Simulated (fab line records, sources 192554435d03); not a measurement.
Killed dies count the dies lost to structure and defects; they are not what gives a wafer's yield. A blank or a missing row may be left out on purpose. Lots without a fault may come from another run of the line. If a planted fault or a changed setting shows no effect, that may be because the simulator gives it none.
Problem report in the 8D (eight disciplines) form, filled by code | flow n5_finfet | the parts of the form that need people (team, actions taken, sign-off) are left out

== 1. THE ISSUE ==
head_pressure_psi at N5_GATE_CUT_CMP_23 reads a mean of 1.798 psi on 6 wafers of 2 lots; wafers without a fault read 2.499 psi with a standard deviation of 0.0055. That is -99 or more standard deviations from the usual mean.
The step: polishes, stops on SiO2, t overpolish 23.4 s, target thk 16 nm.
Seen first at day 6 19:44 on cmp-01, wafer L591.2. Wafers with a number at this step in the record: 27, from 9 lots. By rule, "out" or "out of limits" means more than 4 standard deviations away from the usual mean. The rest of the wafers with a number are treated as sound.

== 2. WHAT IT IS, WHAT IT ISN'T ==
question                    | is                     | is not
which readings at this step | head_pressure_psi      | edge_zone_pressure_frac, overpolish_run_s
which lots                  | L591, L594             | L584, L585, L589, L592, L596, L601, L602
which wafers of those lots  | all that have a number | -
read on which tools         | cmp-01                 | cmp-03, cmp-04
when                        | from day 6 19:44       | up to then (9 sound wafers); but 12 sound wafers of L592, L596, L601, L602 came after

== 3. SUSPECTS, AND WHAT RULES EACH OUT ==
Counting: a tool at any process step up to the reading remains a suspect when it ran all the lots that are out and ran no sound lot after the first of those.
- cmp-01 at N5_GATE_CUT_CMP_23 (polishes, stops on SiO2, t overpolish 23.4 s, target thk 16 nm): kept. Every lot that is out went through it, starting with L591 (day 6 19:44), and after that it ran no sound lot; the last sound lot it ran before then is L589 (day 6 09:35). On those wafers its own readings are out: head_pressure_psi.
Left after counting: cmp-01 at N5_GATE_CUT_CMP_23.

== 4. THE CAUSE (what the simulator had put in) ==
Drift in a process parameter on cmp-01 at N5_GATE_CUT_CMP_23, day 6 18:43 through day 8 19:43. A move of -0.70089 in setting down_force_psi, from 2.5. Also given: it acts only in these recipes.
After counting, this tool was the only one left.

== 5. THE CHAIN OF EFFECTS, in route order ==
One row per reading whose mean, taken over the struck wafers that have a number, lies over 3 standard deviations from the usual. Only readings whose record carries a usual standard deviation are examined. hours: median over the lots of the time between each lot's start at the first step of this table that gives one and its start at this step. sigmas: the change, counted in usual standard deviations.
hours | step               | reading           | usual     | on struck wafers | change | sigmas
0     | N5_GATE_CUT_CMP_23 | head_pressure_psi | 2.499 psi | 1.798            | -0.701 | -99 or more
0     | N5_GATE_CUT_CMP_23 | motor_current_A   | 8.9 A     | 7.0              | -1.9   | -3.1
It contains these process steps:
- N5_GATE_CUT_CMP_23: polishes, stops on SiO2, t overpolish 23.4 s, target thk 16 nm.
At these later measuring or inspecting steps, every struck wafer for which the step has a row has a number for every such reading, and none has moved that far: N5_GATE_CUT_THK_MEAS_24, N5_BEOL_M4_RC_MEAS_101.

== 6. HOW IT WOULD HAVE BEEN CAUGHT EARLIER ==
In this record the first reading out of limits was taken at day 6 19:44, 1 hour after the fault began at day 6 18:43.
